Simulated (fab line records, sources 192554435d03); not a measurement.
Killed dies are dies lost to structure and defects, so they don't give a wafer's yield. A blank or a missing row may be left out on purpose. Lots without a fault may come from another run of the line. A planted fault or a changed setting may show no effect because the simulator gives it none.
Chamber matching | flow n5_finfet | N5_ILD0_CMP_12 on cmp-02: 4 sister chambers
The step polishes SiNx, stops on poly-Si, t overpolish 6 s, target thk 17.67 nm. 16 wafers are shown with their chamber, then 8 later ones without.

WAFERS WITH THEIR CHAMBER
wafer  | chamber | motor_current_A (A) | overpolish_run_s (s) | time_to_endpoint_s (s)
L784.2 | 1       | 9.3                 | 6.002                | 28.9
L784.4 | 0       | 9.2                 | 6.011                | 30.1
L784.5 | 1       | 8.8                 | 5.987                | 26.5
L785.2 | 1       | 8.6                 | 5.997                | 29.8
L785.4 | 3       | 9.7                 | 6.000                | 29.7
L785.5 | 2       | 7.4                 | 6.001                | 29.0
L787.3 | 2       | 7.6                 | 6.017                | 29.1
L787.4 | 0       | 9.6                 | 5.979                | 27.7
L787.6 | 3       | 9.7                 | 5.999                | 31.4
L790.1 | 0       | 9.0                 | 5.994                | 31.8
L790.3 | 1       | 8.5                 | 5.994                | 32.2
L790.4 | 3       | 10.5                | 6.009                | 28.7
L795.3 | 1       | 9.3                 | 6.026                | 31.4
L795.5 | 3       | 10.1                | 5.995                | 32.3
L795.6 | 2       | 8.1                 | 5.993                | 32.7
L796.1 | 2       | 8.0                 | 5.989                | 31.9

SIGNATURES (means of the wafers above)
reading            | chamber 0 | chamber 1 | chamber 2 | chamber 3 | scatter within a chamber
motor_current_A    | 9.267     | 8.900     | 7.775     | 10.000    | 0.358
overpolish_run_s   | 5.99467   | 6.00120   | 6.00000   | 6.00075   | 0.0128
time_to_endpoint_s | 29.867    | 29.760    | 30.675    | 30.525    | 1.99
Rule: a wafer's distance from a chamber is the root of the sum, over the readings, of the square of ((its reading less the chamber's mean) divided by the reading's scatter). The wafer belongs to the nearest chamber; if the next one is less than 2 further off, it can't be placed. The scatter: the root of (the sum of the squares of (reading less its chamber's mean) over the shown wafers, divided by (wafers less chambers)).

WAFERS WITHOUT THEIR CHAMBER
wafer  | motor_current_A (A) | overpolish_run_s (s) | time_to_endpoint_s (s)
L796.3 | 9.7                 | 5.997                | 33.2
L796.5 | 9.7                 | 5.996                | 34.9
L797.3 | 8.7                 | 6.003                | 29.8
L797.5 | 7.8                 | 5.988                | 26.3
L797.6 | 9.8                 | 6.002                | 32.3
L803.1 | 7.6                 | 6.016                | 26.0
L803.2 | 9.0                 | 6.014                | 27.7
L803.5 | 8.9                 | 6.005                | 26.6

WHICH CHAMBER EACH WENT THROUGH
wafer  | from the rows above          | in truth
L796.3 | can't be placed: 3 or 0 or 1 | 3
L796.5 | can't be placed: 3 or 0 or 1 | 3
L797.3 | can't be placed: 1 or 0      | 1
L797.5 | can't be placed: 2 or 1      | 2
L797.6 | can't be placed: 3 or 0 or 1 | 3
L803.1 | can't be placed: 2 or 1      | 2
L803.2 | can't be placed: 1 or 0 or 3 | 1
L803.5 | can't be placed: 1 or 0      | 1
Placed correctly: 0 of 8. Can't be placed from these rows: 8 (the true chamber is among the candidates in 8). Placed wrongly: 0.
